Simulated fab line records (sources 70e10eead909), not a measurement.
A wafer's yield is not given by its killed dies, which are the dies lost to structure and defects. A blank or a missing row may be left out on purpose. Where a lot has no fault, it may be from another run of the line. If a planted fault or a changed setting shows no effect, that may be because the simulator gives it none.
fab line records ; flow nand-harc
record lots=6; wafers=18; last-day=26
route steps=1159 shown P_M0@266 END@1159
lots with no fault: from the same line, run without faults
start-h: hours from the record's first day to the start of the lot's first wafer shown ; wait-h: hours elapsed since this lot's preceding step ; " as in the row above ; L1.1+2: a single row standing in for several wafers ; - no value, or no start was given ; * or withheld: withheld ; < > ~ a bound
route shown NAME@n: names a module that has steps shown in the file, with the first one's number in the route ; usual: average and standard deviation across the fault-free wafers ; same: alike in all rows ; chamber/n: place in a boat ; sites: each site's reading ; _std_site: the values' standard deviation ; _edge_site: mean of outer sites minus mean of inner sites ; radius-mm: for every site, how far away it sits from the centre of the wafer ; mask NAME#n: copy n ; behind: tool/chamber where the wafer was last shaped ; hold: why the lot went on hold/how many hours it stayed there/how the hold came to an end ; device: whichever transistor did not switch (one of n, p or np) ; end of line: at the end of the route, the tests of the same wafers ; where a step has no rows: the recipe by itself ; killed: at the first sort, the dies lost to defects and structure; wafer yield is something else ; map: shows each die of a wafer: x if killed, . if not, _ if none is there
set.NAME: the setting that was run; set.NAME@STEP: the one run at that earlier step ; model.NAME: the simulator's own value behind a step, which no gauge read
a table for each step, a row for each wafer; lots at some steps of the route
services: when a tool's chamber went out of use (start-h, in hours from the record's first day, below 0 if earlier), for how many hours, and the reason
## steps
# step NHARC_P_M0_DESCUM_14
# recipe time-s=3; o2-flow-sccm=200; ar-flow-sccm=0; bias-power-w=0; chemistry=O2
# step NHARC_P_M0_ETCH_34
# recipe target-depth-a=400; overetch-a=120; time-s=43.94; ion-energy-ev=200; n2-flow-sccm=150; h2-flow-sccm=150; ar-flow-sccm=0; rf-w=400; bias-w=150; chemistry=N2/H2
# step NHARC_P_M0_ETCH_15
# recipe target-depth-a=1500; overetch-a=150; time-s=82.5; c4f8-flow-sccm=withheld; ar-flow-sccm=400; rf-w=600; bias-w=300; chemistry=C4F8/Ar
# usual bias-w=300.0/0.93; oes-product-au=0.949/0.023; rf-vpp-V=439.4/2
lot.wafer;tool;chamber;start-h;wait-h;bias-w;oes-product-au;rf-hours-counter-h;rf-vpp-V
L367.2;rie-diel-07;0;-;-;301.0;0.971;4.6;437.9
L367.6;rie-diel-07;0;-;-;302.2;0.966;-;436.8
L367.5;rie-diel-07;1;-;-;301.1;0.966;-;440.4
L374.1;rie-diel-13;1;-;-;299.0;0.963;5.0;439.5
L374.6;rie-diel-13;2;-;-;300.2;0.958;-;437.2
L374.5;rie-diel-13;3;-;-;301.0;0.978;-;445.2
L375.1;rie-diel-07;2;-;-;300.9;0.941;8.6;438.6
L375.3;rie-diel-07;0;-;-;298.1;0.934;7.7;438.2
L375.5;rie-diel-07;1;-;-;300.4;0.921;-;441.2
L382.1;rie-diel-09;0;-;-;300.4;0.936;10.3;437.7
L382.4;rie-diel-09;1;-;-;299.3;0.914;9.5;437.9
L382.5;rie-diel-09;2;-;-;299.7;0.921;-;441.8
L386.1;rie-diel-13;1;-;-;301.4;0.964;8.1;441.7
L386.4;rie-diel-13;3;-;-;301.2;0.975;8.2;444.4
L386.5;rie-diel-13;0;-;-;298.6;0.960;-;436.8
L388.3;rie-diel-09;1;-;-;298.2;0.916;12.0;436.8
L388.1;rie-diel-09;2;-;-;300.1;0.924;13.0;439.9
L388.5;rie-diel-09;0;-;-;299.8;0.937;-;439.5
# step NHARC_P_M0_CD_MEAS_16
# usual cd-nm=89.8/0.75
lot.wafer;tool;chamber;start-h;wait-h;cd-nm
L367.2;cd-sem-01;-;129.96;-;89.3
L367.5;cd-sem-01;-;129.96;-;89.6
L367.6;cd-sem-01;-;129.96;-;89.6
L374.1;cd-sem-01;-;171.22;-;90.3
L374.5;cd-sem-01;-;171.22;-;90.0
L374.6;cd-sem-01;-;171.22;-;88.6
L375.1;cd-sem-02;-;171.65;-;90.5
L375.3;cd-sem-02;-;171.65;-;89.9
L375.5;cd-sem-02;-;171.65;-;90.2
L382.1;cd-sem-03;-;224.39;-;88.8
L382.4;cd-sem-03;-;224.39;-;89.4
L382.5;cd-sem-03;-;224.39;-;90.5
L386.1;cd-sem-01;-;237.80;-;89.5
L386.4;cd-sem-01;-;237.80;-;88.2
L386.5;cd-sem-01;-;237.80;-;88.5
L388.1;cd-sem-03;-;252.74;-;89.7
L388.3;cd-sem-03;-;252.74;-;89.6
L388.5;cd-sem-03;-;252.74;-;90.5
# step NHARC_P_M0_STRIP_18
# recipe power-w=1000; n2-flow-sccm=150; h2-flow-sccm=150; ar-flow-sccm=0; bias-w=0; chemistry=N2/H2
# usual drypump-motor-current-A=5.8/0.39; oes-product-au=1.002/0.012; rf-vpp-V=90.3/0.85; showerhead-plenum-p-Torr=1.99/0.072; throttle-valve-pct=14.170/0.0083
# same bias-w=0
lot.wafer;tool;chamber;start-h;wait-h;drypump-motor-current-A;oes-product-au;rf-hours-counter-h;rf-vpp-V;showerhead-plenum-p-Torr;throttle-valve-pct
L367.2;rie-diel-09;3;130.06;0.1;6.0;0.978;3.7;90.9;1.99;14.168
L367.5;rie-diel-09;2;130.06;0.1;5.8;0.997;-;90.7;2.02;14.175
L367.6;rie-diel-09;3;130.06;0.1;5.9;0.985;-;91.0;1.99;14.174
L374.1;rie-diel-09;0;171.35;0.1;6.2;1.015;7.0;90.1;1.99;14.178
L374.5;rie-diel-09;2;171.35;0.1;5.7;1.001;-;90.0;2.02;14.164
L374.6;rie-diel-09;3;171.35;0.1;5.9;0.991;-;90.3;1.99;14.162
L375.1;rie-diel-13;0;171.73;0.1;5.3;1.001;4.3;90.8;1.92;14.174
L375.3;rie-diel-13;1;171.73;0.1;6.1;0.998;5.0;90.0;2.05;14.165
L375.5;rie-diel-13;0;171.73;0.1;5.3;1.011;-;90.3;1.92;14.175
L382.1;rie-diel-07;1;224.46;0.1;5.6;0.999;10.3;90.8;2.03;14.169
L382.4;rie-diel-07;0;224.46;0.1;5.7;1.018;9.7;90.2;1.91;14.183
L382.5;rie-diel-07;2;224.46;0.1;5.1;1.032;-;89.5;1.95;14.168
L386.4;rie-diel-09;0;237.92;0.1;6.2;1.018;11.4;89.3;1.99;14.181
L386.1;rie-diel-09;1;237.92;0.1;6.4;0.984;10.9;89.9;1.92;14.181
L386.5;rie-diel-09;3;237.92;0.1;5.9;0.988;-;91.1;1.99;14.171
L388.3;rie-diel-09;2;252.82;0.1;5.8;1.003;13.0;90.4;2.02;14.181
L388.1;rie-diel-09;0;252.82;0.1;6.2;1.013;12.3;89.9;1.99;14.173
L388.5;rie-diel-09;1;252.82;0.1;6.5;0.993;-;89.0;1.92;14.159
# step NHARC_P_M0_STRIP_19
# recipe time-s=600; temp-c=30; chemistry=post-etch-residue-remover
# step NHARC_P_M0_DEGAS_28
# recipe temp-c=250; time-s=60
# step NHARC_P_M0_PRE_CLEAN_29
# recipe time-s=30; temp-c=280; gas=H2/He
# usual heater-power-w=417/51
lot.wafer;tool;chamber;start-h;wait-h;heater-power-w
L367.2;pvd-sputter-03;-;-;-;372
L367.5;pvd-sputter-03;-;-;-;466
L367.6;pvd-sputter-03;-;-;-;400
L374.1;pvd-sputter-03;-;-;-;415
L374.5;pvd-sputter-03;-;-;-;478
L374.6;pvd-sputter-03;-;-;-;386
L375.3;pvd-sputter-01;-;-;-;407
L375.1;pvd-sputter-01;-;-;-;388
L375.5;pvd-sputter-01;-;-;-;454
L382.1;pvd-sputter-02;-;-;-;369
L382.4;pvd-sputter-02;-;-;-;538
L382.5;pvd-sputter-02;-;-;-;365
L386.1;pvd-sputter-01;-;-;-;378
L386.4;pvd-sputter-01;-;-;-;446
L386.5;pvd-sputter-01;-;-;-;417
L388.3;pvd-sputter-01;-;-;-;387
L388.1;pvd-sputter-01;-;-;-;433
L388.5;pvd-sputter-01;-;-;-;408
# step NHARC_P_M0_PVD_20
# recipe target-thk-a=50; bias-v=168.6; power-w=15000; chamber-pressure-pa=0.12; time-s=8.06; substrate-temp-c=50; material=TaN
# usual bias-v=168.2/1.6; throttle-valve-pct=29.4/1
lot.wafer;tool;chamber;start-h;wait-h;bias-v;throttle-valve-pct
L367.2;pvd-sputter-03;-;-;-;168.3;30.9
L367.6;pvd-sputter-03;-;-;-;165.0;29.7
L367.5;pvd-sputter-03;-;-;-;169.6;29.9
L374.1;pvd-sputter-03;-;-;-;168.8;31.0
L374.5;pvd-sputter-03;-;-;-;168.0;29.9
L374.6;pvd-sputter-03;-;-;-;167.3;30.2
L375.3;pvd-sputter-01;-;-;-;167.5;31.2
L375.1;pvd-sputter-01;-;-;-;167.2;29.7
L375.5;pvd-sputter-01;-;-;-;167.3;29.6
L382.1;pvd-sputter-02;-;-;-;165.6;30.0
L382.4;pvd-sputter-02;-;-;-;169.0;29.1
L382.5;pvd-sputter-02;-;-;-;166.7;29.6
L386.1;pvd-sputter-01;-;-;-;168.9;29.8
L386.4;pvd-sputter-01;-;-;-;168.5;31.3
L386.5;pvd-sputter-01;-;-;-;168.8;29.9
L388.1;pvd-sputter-01;-;-;-;169.6;30.2
L388.3;pvd-sputter-01;-;-;-;171.0;29.4
L388.5;pvd-sputter-01;-;-;-;168.2;31.4
# step NHARC_P_M0_PVD_21
# recipe target-thk-a=300; chamber-pressure-pa=5; power-w=5000; substrate-temp-c=30; time-s=20.49; material=Cu
# step NHARC_P_M0_ECD_22
# recipe target-thk-a=4000; bath-temp-c=25; material=Cu
# step NHARC_P_M0_ANNEAL_30
# recipe temp-c=225; time-s=90
# usual wafer_temp_C_max=226.40/0.28
lot.wafer;tool;chamber;start-h;wait-h;wafer_temp_C_max
L367.2;rtp-anneal-02;0;131.39;-;226.58
L367.5;rtp-anneal-02;0;131.39;-;226.71
L367.6;rtp-anneal-02;0;131.39;-;226.82
L374.1;rtp-anneal-01;0;172.62;0.3;226.23
L374.5;rtp-anneal-01;0;172.62;0.3;226.27
L374.6;rtp-anneal-01;0;172.62;0.3;226.64
L375.1;rtp-anneal-02;0;173.04;-;225.89
L375.3;rtp-anneal-02;0;173.04;-;226.46
L375.5;rtp-anneal-02;0;173.04;-;226.27
L382.1;rtp-anneal-01;0;225.75;0.3;226.58
L382.4;rtp-anneal-01;0;225.75;0.3;225.97
L382.5;rtp-anneal-01;0;225.75;0.3;226.64
L386.1;rtp-anneal-01;0;239.18;-;226.54
L386.4;rtp-anneal-01;0;239.18;-;226.70
L386.5;rtp-anneal-01;0;239.18;-;226.32
L388.1;rtp-anneal-01;0;254.15;0.3;226.71
L388.3;rtp-anneal-01;0;254.15;0.3;226.53
L388.5;rtp-anneal-01;0;254.15;0.3;226.62
# step NHARC_P_M0_CMP_23
# recipe t-overpolish-s=20; target-thk-nm=117.53
# usual motor-current-A=11.8/1.3; time-to-endpoint-s=28.0/2.6
# same t-overpolish-s=20
lot.wafer;tool;chamber;start-h;wait-h;motor-current-A;time-to-endpoint-s
L367.2;cmp-01;1;131.74;-;11.1;28.7
L367.5;cmp-01;3;131.74;-;11.4;29.4
L367.6;cmp-01;0;131.74;-;11.4;25.4
L374.1;cmp-01;3;173.02;-;11.5;37.7
L374.5;cmp-01;1;173.02;-;11.1;31.9
L374.6;cmp-01;2;173.02;-;11.0;37.8
L375.3;cmp-01;0;173.38;-;11.7;29.8
L375.1;cmp-01;3;173.38;-;11.5;37.6
L375.5;cmp-01;1;173.38;-;10.9;31.2
L382.1;cmp-04;1;226.15;-;11.6;24.0
L382.4;cmp-04;2;226.15;-;11.1;25.0
L382.5;cmp-04;3;226.15;-;14.0;27.4
L386.4;cmp-02;3;239.53;-;11.3;25.0
L386.1;cmp-02;1;239.53;-;11.6;30.3
L386.5;cmp-02;3;239.53;-;10.4;25.5
L388.3;cmp-02;2;254.52;-;12.9;29.8
L388.1;cmp-02;3;254.52;-;10.6;27.6
L388.5;cmp-02;2;254.52;-;13.3;28.0
# step NHARC_P_M0_SRD_25
# step NHARC_P_M0_INSPECT_27
# usual raw-defect-count=298/130
lot.wafer;tool;chamber;start-h;wait-h;raw-defect-count
L367.2;defect-inspect-02;-;132.16;0.0;181
L367.5;defect-inspect-02;-;132.16;0.0;425
L367.6;defect-inspect-02;-;132.16;0.0;453
L374.1;defect-inspect-01;-;173.43;0.0;2445
L374.5;defect-inspect-01;-;173.43;0.0;335
L374.6;defect-inspect-01;-;173.43;0.0;2526
L375.1;defect-inspect-01;-;173.86;0.0;2444
L375.3;defect-inspect-01;-;173.86;0.0;172
L375.5;defect-inspect-01;-;173.86;0.0;142
L382.1;defect-inspect-01;-;226.57;0.0;189
L382.4;defect-inspect-01;-;226.57;0.0;210
L382.5;defect-inspect-01;-;226.57;0.0;338
L386.1;defect-inspect-02;-;240.00;0.0;204
L386.4;defect-inspect-02;-;240.00;0.0;273
L386.5;defect-inspect-02;-;240.00;0.0;256
L388.1;defect-inspect-01;-;254.96;0.0;152
L388.3;defect-inspect-01;-;254.96;0.0;288
L388.5;defect-inspect-01;-;254.96;0.0;257
# step NHARC_P_M0_PRE_CLEAN_31
# recipe time-s=12; temp-c=370; rf-power-w=300; gas=NH3
# step NHARC_END_SORT_01
# recipe temp-c=25
# usual defect-limited-yield=95.5/1.8; killed-at-array=27/11; killed-at-other=0.6/1; killed-at-periphery=3.0/2.1; killed-dies=31/12; killed-open=3.2/1.7; killed-short=1.7/1.4; sort_bin_2_pct=1.4/0.68; sort_bin_3_pct=0.25/0.2; sort_bin_4_pct=2.9/1.2; sort-n-pass=646/12; sort-rim-yield-pct=95.7/2.8; sort-yield-pct=95.5/1.8
# same gross-dies=677; sort_bin_5_pct[%]=0; sort_bin_6_pct[%]=0; sort_bin_7_pct[%]=0; sort_bin_8_pct[%]=0; sort-rim-n-gross=106.00
lot.wafer;tool;chamber;start-h;wait-h;defect-limited-yield[%];killed-at-array;killed-at-other;killed-at-periphery;killed-dies;killed-open;killed-short;sort_bin_2_pct[%];sort_bin_3_pct[%];sort_bin_4_pct[%];sort-n-pass;sort-rim-yield-pct[%];sort-yield-pct[%]
L374.1;prober-02;0;489.22;2.5;0;21;0;656;677;1;1;0.7;97.19;2.1;0;0;0
L374.5;prober-02;0;492.36;3.6;96.6;21;0;2;23;1;1;1.2;0.30;1.9;654;97.2;96.6
L374.6;prober-02;0;493.15;3.9;0;20;0;657;677;3;1;0.7;96.75;2.5;0;0;0
L375.1;prober-01;0;497.96;2.5;0;17;0;660;677;2;4;1.0;97.19;1.8;0;0;0
L375.3;prober-01;0;499.57;3.1;97.8;11;0;4;15;4;1;0.6;0;1.6;662;99.1;97.8
L375.5;prober-01;0;501.18;3.7;97.3;13;0;5;18;4;0;0.6;0;2.1;659;98.1;97.3
L382.1;prober-02;0;549.28;2.5;96.5;20;0;4;24;5;1;0.7;0;2.8;653;98.1;96.5
L382.4;prober-02;0;551.71;3.4;96.8;14;1;7;22;4;0;0.7;0;2.5;655;98.1;96.8
L382.5;prober-02;0;552.51;3.7;96.5;14;0;10;24;1;1;1.5;0.15;1.9;653;100.0;96.5
L388.1;prober-02;0;619.07;2.5;95.7;27;1;1;29;3;2;1.3;0.30;2.7;648;95.3;95.7
L388.3;prober-02;0;620.66;3.1;97.5;13;3;1;17;3;0;1.0;0;1.5;660;98.1;97.5
L388.5;prober-02;0;622.26;3.7;96.6;22;0;1;23;1;1;1.0;0.15;2.2;654;97.2;96.6
# killed by level:class
L374.1 P_M0:area-cmp=654 A_CHANNEL_HOLE_D1:chamber-film-flake=13 A_STAIRCASE:chamber-film-flake=3 A_CONTACT:chamber-film-flake=3 A_CONTACT:geometric-particle:short=1 A_M0:geometric-particle:open=1 P_ZERO_WELL:chamber-film-flake=1 P_BONDPAD:chamber-film-flake=1
L374.5 A_CHANNEL_HOLE_D1:chamber-film-flake=12 A_STAIRCASE:chamber-film-flake=5 A_CONTACT:chamber-film-flake=2 A_CHANNEL_FILL_D1:geometric-particle:short=1 A_CONTACT:geometric-particle:open=1 P_STI:chamber-film-flake=1 P_BONDPAD:chamber-film-flake=1
L374.6 P_M0:area-cmp=653 A_CHANNEL_HOLE_D1:chamber-film-flake=8 A_STAIRCASE:chamber-film-flake=4 A_CONTACT:chamber-film-flake=4 P_GATE:chamber-film-flake=3 P_CONTACT:geometric-particle:open=1 A_CHANNEL_HOLE_D1:geometric-particle:short=1 A_CHANNEL_FILL_D1:geometric-particle:open=1
L375.1 P_M0:area-cmp=657 A_CHANNEL_HOLE_D1:chamber-film-flake=6 A_WL_FILL:chamber-film-flake=4 P_STI:geometric-particle:open=1 A_ONON_D1:geometric-particle:short=1 A_WL_FILL:geometric-particle:short=1 A_CONTACT:geometric-particle:short=1 A_M0:geometric-particle:short=1
L375.3 A_CHANNEL_HOLE_D1:chamber-film-flake=4 A_CONTACT:chamber-film-flake=3 P_CONTACT:geometric-particle:open=2 A_M0:geometric-particle:open=2 P_CONTACT:geometric-particle:short=1 P_GATE:chamber-film-flake=1 A_ZERO_WELL:chamber-film-flake=1 A_WL_FILL:chamber-film-flake=1
L375.5 A_CHANNEL_HOLE_D1:chamber-film-flake=6 P_ZERO_WELL:chamber-film-flake=3 A_STAIRCASE:chamber-film-flake=2 P_M0:geometric-particle:open=1 P_M2:geometric-particle:open=1 A_CONTACT:geometric-particle:open=1 A_BLC:geometric-particle:open=1 A_CONTACT:chamber-film-flake=1
L382.1 A_CONTACT:chamber-film-flake=6 A_STAIRCASE:chamber-film-flake=4 A_CHANNEL_HOLE_D1:chamber-film-flake=3 P_STI:chamber-film-flake=2 A_ZERO_WELL:chamber-film-flake=2 P_M0:geometric-particle:open=1 A_SOURCE_PLATE:geometric-particle:open=1 A_ONON_D1:geometric-particle:open=1
L382.4 A_CHANNEL_HOLE_D1:chamber-film-flake=6 A_STAIRCASE:chamber-film-flake=4 A_M0:geometric-particle:open=2 P_STI:chamber-film-flake=2 P_GATE:geometric-particle:open=1 P_CONTACT:geometric-particle:open=1 P_ZERO_WELL:chamber-film-flake=1 P_GATE:chamber-film-flake=1
L382.5 P_STI:chamber-film-flake=6 A_CHANNEL_HOLE_D1:chamber-film-flake=6 A_STAIRCASE:chamber-film-flake=3 A_CONTACT:chamber-film-flake=3 P_M2:chamber-film-flake=2 P_M0:geometric-particle:open=1 A_M0:geometric-particle:short=1 P_ZERO_WELL:chamber-film-flake=1
L388.1 A_CHANNEL_HOLE_D1:chamber-film-flake=12 A_CONTACT:chamber-film-flake=7 A_STAIRCASE:chamber-film-flake=3 A_M0:geometric-particle:open=2 P_M0:geometric-particle:short=1 A_ONON_D1:geometric-particle:short=1 A_BLC:geometric-particle:open=1 A_WL_FILL:chamber-film-flake=1
L388.3 A_CONTACT:chamber-film-flake=5 A_CHANNEL_HOLE_D1:chamber-film-flake=4 A_M0:geometric-particle:open=2 THIN_TSV:chamber-film-flake=2 P_M0:geometric-particle:open=1 A_STAIRCASE:chamber-film-flake=1 A_BONDPAD:chamber-film-flake=1 HYBRID_BOND:latent=1
L388.5 A_CHANNEL_HOLE_D1:chamber-film-flake=7 A_STAIRCASE:chamber-film-flake=5 A_CONTACT:chamber-film-flake=5 A_SGD_CUT:chamber-film-flake=2 A_STAIRCASE:geometric-particle:short=1 A_CONTACT:geometric-particle:open=1 P_BONDPAD:chamber-film-flake=1 A_SLIT:chamber-film-flake=1
# map L374.1 (x killed, . not)
____________x____________
_________xxxxxxx_________
_______xxxxxxxxxxx_______
______xxxxxxxxxxxxx______
_____xxxxxxxxxxxxxxx_____
____xxxxxxxxxxxxxxxxx____
____xxxxxxxxxxxxxxxxx____
___xxxxxxxxxxxxxxxxxxx___
___xxxxxxxxxxxxxxxxxxx___
__xxxxxxxxxxxxxxxxxxxxx__
__xxxxxxxxxxxxxxxxxxxxx__
_xxxxxxxxxxxxxxxxxxxxxxx_
_xxxxxxxxxxxxxxxxxxxxxxx_
_xxxxxxxxxxxxxxxxxxxxxxx_
_xxxxxxxxxxxxxxxxxxxxxxx_
_xxxxxxxxxxxxxxxxxxxxxxx_
xxxxxxxxxxxxxxxxxxxxxxxxx
xxxxxxxxxxxxxxxxxxxxxxxxx
xxxxxxxxxxxxxxxxxxxxxxxxx
xxxxxxxxxxxxxxxxxxxxxxxxx
xxxxxxxxxxxxxxxxxxxxxxxxx
_xxxxxxxxxxxxxxxxxxxxxxx_
_xxxxxxxxxxxxxxxxxxxxxxx_
_xxxxxxxxxxxxxxxxxxxxxxx_
_xxxxxxxxxxxxxxxxxxxxxxx_
_xxxxxxxxxxxxxxxxxxxxxxx_
__xxxxxxxxxxxxxxxxxxxxx__
__xxxxxxxxxxxxxxxxxxxxx__
___xxxxxxxxxxxxxxxxxxx___
___xxxxxxxxxxxxxxxxxxx___
____xxxxxxxxxxxxxxxxx____
____xxxxxxxxxxxxxxxxx____
_____xxxxxxxxxxxxxxx_____
______xxxxxxxxxxxxx______
_______xxxxxxxxxxx_______
_________xxxxxxx_________
____________x____________
# map L375.1 (x killed, . not)
____________x____________
_________xxxxxxx_________
_______xxxxxxxxxxx_______
______xxxxxxxxxxxxx______
_____xxxxxxxxxxxxxxx_____
____xxxxxxxxxxxxxxxxx____
____xxxxxxxxxxxxxxxxx____
___xxxxxxxxxxxxxxxxxxx___
___xxxxxxxxxxxxxxxxxxx___
__xxxxxxxxxxxxxxxxxxxxx__
__xxxxxxxxxxxxxxxxxxxxx__
_xxxxxxxxxxxxxxxxxxxxxxx_
_xxxxxxxxxxxxxxxxxxxxxxx_
_xxxxxxxxxxxxxxxxxxxxxxx_
_xxxxxxxxxxxxxxxxxxxxxxx_
_xxxxxxxxxxxxxxxxxxxxxxx_
xxxxxxxxxxxxxxxxxxxxxxxxx
xxxxxxxxxxxxxxxxxxxxxxxxx
xxxxxxxxxxxxxxxxxxxxxxxxx
xxxxxxxxxxxxxxxxxxxxxxxxx
xxxxxxxxxxxxxxxxxxxxxxxxx
_xxxxxxxxxxxxxxxxxxxxxxx_
_xxxxxxxxxxxxxxxxxxxxxxx_
_xxxxxxxxxxxxxxxxxxxxxxx_
_xxxxxxxxxxxxxxxxxxxxxxx_
_xxxxxxxxxxxxxxxxxxxxxxx_
__xxxxxxxxxxxxxxxxxxxxx__
__xxxxxxxxxxxxxxxxxxxxx__
___xxxxxxxxxxxxxxxxxxx___
___xxxxxxxxxxxxxxxxxxx___
____xxxxxxxxxxxxxxxxx____
____xxxxxxxxxxxxxxxxx____
_____xxxxxxxxxxxxxxx_____
______xxxxxxxxxxxxx______
_______xxxxxxxxxxx_______
_________xxxxxxx_________
____________x____________
## services
tool;chamber;start-h;hours;kind
cmp-04;-;117.88;4.0;pm
cmp-02;-;128.06;1.1;repair
cmp-02;-;129.18;4.0;pm
rie-diel-07;-;155.02;0.1;repair
pvd-sputter-01;-;158.03;10.0;pm
rie-diel-07;3;170.30;32.2;repair
pvd-sputter-03;-;173.10;4.6;repair
cmp-01;-;174.60;0.8;repair
rie-diel-13;-;175.52;2.2;repair
cmp-01;-;179.50;4.0;pm
cmp-01;-;183.92;0.8;repair
pvd-sputter-02;-;214.00;10.0;pm
cmp-04;-;215.88;4.0;pm
pvd-sputter-01;-;222.21;9.6;repair
cmp-02;-;227.18;4.0;pm
rie-diel-07;-;228.20;9.0;pm
cmp-04;-;228.85;3.0;repair
cmp-04;-;240.81;2.5;repair
cmp-01;-;246.61;4.5;repair
pvd-sputter-01;-;246.78;2.8;repair
pvd-sputter-03;-;247.70;4.4;repair
cmp-04;-;251.09;0.5;repair
rie-diel-07;3;251.60;6.4;repair
rie-diel-09;-;254.22;9.0;pm
## key
first-sign step=NHARC_P_M0_CMP_23; reading=time-to-endpoint-s; direction=up; sigmas=3.7; usual=*; struck=*
effect step=NHARC_P_M0_INSPECT_27; reading=raw-defect-count; direction=up; sigmas=17; usual=298; struck=2472
effect step=NHARC_END_SORT_01; reading=sort_bin_3_pct; direction=up; sigmas=99+; usual=0.25; struck=97.05
more-kills-born-at NHARC_P_M0_CMP_23@cmp-01=1964
met-at NHARC_P_M0_CMP_23
struck-wafers L374.1,L374.6,L375.1
later-rows-left-out L374.1,L374.6,L375.1
onset-between 131.74 173.02
fault kind=process-parameter-drift; tool=cmp-01; chamber=-; onset-h=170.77; steps=NHARC_P_M0_CMP_23; channel=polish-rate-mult; offset=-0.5; shape=step; end-h=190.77; scope=struck-wafers-only
# later-rows-left-out: the simulator's readings of these wafers behind a module that went badly wrong aren't trusted and aren't shown, but for the sort
